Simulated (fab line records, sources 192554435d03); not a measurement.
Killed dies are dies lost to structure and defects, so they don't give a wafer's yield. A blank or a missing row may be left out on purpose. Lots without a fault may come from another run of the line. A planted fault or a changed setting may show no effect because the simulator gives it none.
Chamber matching | flow n5_finfet | N5_BEOL_M2_STRIP_19 on rie_diel-01: 4 sister chambers
The step strips in O2. 4 wafers are shown with their chamber, then 10 later ones without.

WAFERS WITH THEIR CHAMBER
wafer  | chamber | showerhead_plenum_p_Torr (Torr)
L087.5 | 2       | 2.15
L089.1 | 0       | 1.99
L090.1 | 3       | 2.19
L090.2 | 1       | 2.20

WAFERS WITHOUT THEIR CHAMBER
wafer  | showerhead_plenum_p_Torr (Torr)
L090.3 | 1.99
L091.3 | 2.20
L091.4 | 2.18
L091.6 | 1.99
L093.1 | 1.99
L093.4 | 2.20
L093.6 | 1.99
L094.1 | 1.98
L094.2 | 2.19
L094.3 | 2.19

WHICH CHAMBER EACH WENT THROUGH
wafer  | from the rows above | in truth
L090.3 | 0                   | 0
L091.3 | 1                   | 1
L091.4 | 3                   | 3
L091.6 | 0                   | 0
L093.1 | 0                   | 0
L093.4 | 1                   | 1
L093.6 | 0                   | 0
L094.1 | 0                   | 0
L094.2 | 3                   | 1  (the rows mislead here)
L094.3 | 3                   | 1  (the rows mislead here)
Placed correctly: 8 of 10. Can't be placed from these rows: 0. Placed wrongly: 2.
How it was worked out, from the rows above alone: a wafer's distance from a chamber is the root of the sum, over the readings, of the square of ((its reading less the chamber's mean) divided by the reading's scatter). The wafer belongs to the nearest chamber; if the next one is less than 2 further off, it can't be placed. A chamber's mean is the mean of its shown wafers. The scatter: with one shown wafer a chamber, the root of the mean of the squares of how far each hidden wafer lies from its nearest shown one.
